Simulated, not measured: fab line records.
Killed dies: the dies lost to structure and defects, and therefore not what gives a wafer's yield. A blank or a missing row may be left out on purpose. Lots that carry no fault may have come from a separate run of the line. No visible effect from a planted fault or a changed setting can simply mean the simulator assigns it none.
Chamber matching	flow nand_harc	NHARC_A_CHANNEL_FILL_D1_STRIP_28 on rie_diel-08 has 4 sister chambers
The step strips in O2, time 20 s. 4 wafers are shown with their chamber, then 10 later ones without.

WAFERS, EACH WITH ITS CHAMBER
wafer	chamber	drypump_motor_current_A (A)
L079.2	0	5.90
L081.5	3	5.58
L083.2	2	5.25
L083.3	1	5.56

WAFERS WITHOUT THEIR CHAMBER
wafer	drypump_motor_current_A (A)
L083.4	5.64
L092.1	5.56
L092.3	5.62
L092.4	5.27
L097.2	5.28
L097.4	5.56
L097.6	5.25
L096.2	5.28
L096.3	5.87
L096.6	5.27

THE CHAMBER EACH PASSED THROUGH
wafer	from the rows above	in truth
L083.4	can't be placed: 3 or 1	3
L092.1	can't be placed: 1 or 3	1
L092.3	can't be placed: 3 or 1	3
L092.4	2	2
L097.2	2	2
L097.4	can't be placed: 1 or 3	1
L097.6	2	2
L096.2	2	2
L096.3	0	0
L096.6	2	2
Correctly placed: 6 of 10. Cannot be placed on the basis of these rows: 4; the candidates contain the true chamber in 4. Number placed wrongly: 0.
How it was worked out, from the rows above alone: a wafer's distance from a chamber is the root of the sum, over the readings, of the square of ((its reading less the chamber's mean) divided by the reading's scatter). The wafer belongs to the nearest chamber; if the next one is less than 2 further off, it can't be placed. A chamber's mean is the mean of its shown wafers. The scatter: with one shown wafer a chamber, the root of the mean of the squares of how far each hidden wafer lies from its nearest shown one.
